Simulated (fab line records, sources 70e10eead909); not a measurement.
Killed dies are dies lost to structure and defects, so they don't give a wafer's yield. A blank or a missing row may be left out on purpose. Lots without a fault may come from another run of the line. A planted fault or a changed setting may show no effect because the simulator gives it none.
Chamber matching | flow nand_harc | NHARC_P_M0_ETCH_34 on rie_diel-03: 4 sister chambers
The step etches the open film in N2/H2, target depth 40 nm, overetch 12 nm, time 43.94 s. 8 wafers are shown with their chamber, then 12 later ones without.

WAFERS WITH THEIR CHAMBER
wafer  | chamber | drypump_motor_current_A (A) | showerhead_plenum_p_Torr (Torr)
L087.3 | 2       | 5.4                         | 2.10
L089.5 | 3       | 5.4                         | 2.17
L092.1 | 2       | 5.5                         | 2.09
L092.2 | 0       | 5.0                         | 1.96
L092.3 | 3       | 5.4                         | 2.17
L093.3 | 1       | 6.0                         | 2.11
L093.4 | 0       | 5.0                         | 1.96
L093.6 | 1       | 6.0                         | 2.11

WAFERS WITHOUT THEIR CHAMBER
wafer  | drypump_motor_current_A (A) | showerhead_plenum_p_Torr (Torr)
L094.2 | 5.5                         | 2.09
L094.5 | 6.0                         | 2.10
L094.6 | 4.9                         | 1.96
L095.2 | 4.9                         | 1.96
L095.4 | 6.0                         | 2.10
L095.5 | 5.4                         | 2.17
L096.1 | 5.0                         | 1.96
L096.3 | 5.5                         | 2.09
L096.4 | 6.0                         | 2.10
L097.2 | 6.0                         | 2.10
L097.4 | 5.5                         | 2.09
L097.6 | 5.0                         | 1.96

WHICH CHAMBER EACH WENT THROUGH
wafer  | from the rows above | in truth
L094.2 | 2                   | 2
L094.5 | 1                   | 1
L094.6 | 0                   | 0
L095.2 | 0                   | 0
L095.4 | 1                   | 1
L095.5 | 3                   | 3
L096.1 | 0                   | 0
L096.3 | 2                   | 2
L096.4 | 1                   | 1
L097.2 | 1                   | 1
L097.4 | 2                   | 2
L097.6 | 0                   | 0
Placed correctly: 12 of 12. Can't be placed from these rows: 0. Placed wrongly: 0.
How it was worked out, from the rows above alone: a wafer's distance from a chamber is the root of the sum, over the readings, of the square of ((its reading less the chamber's mean) divided by the reading's scatter). The wafer belongs to the nearest chamber; if the next one is less than 2 further off, it can't be placed. A chamber's mean is the mean of its shown wafers. The scatter: the root of (the sum of the squares of (reading less its chamber's mean) over the shown wafers, divided by (wafers less chambers)).
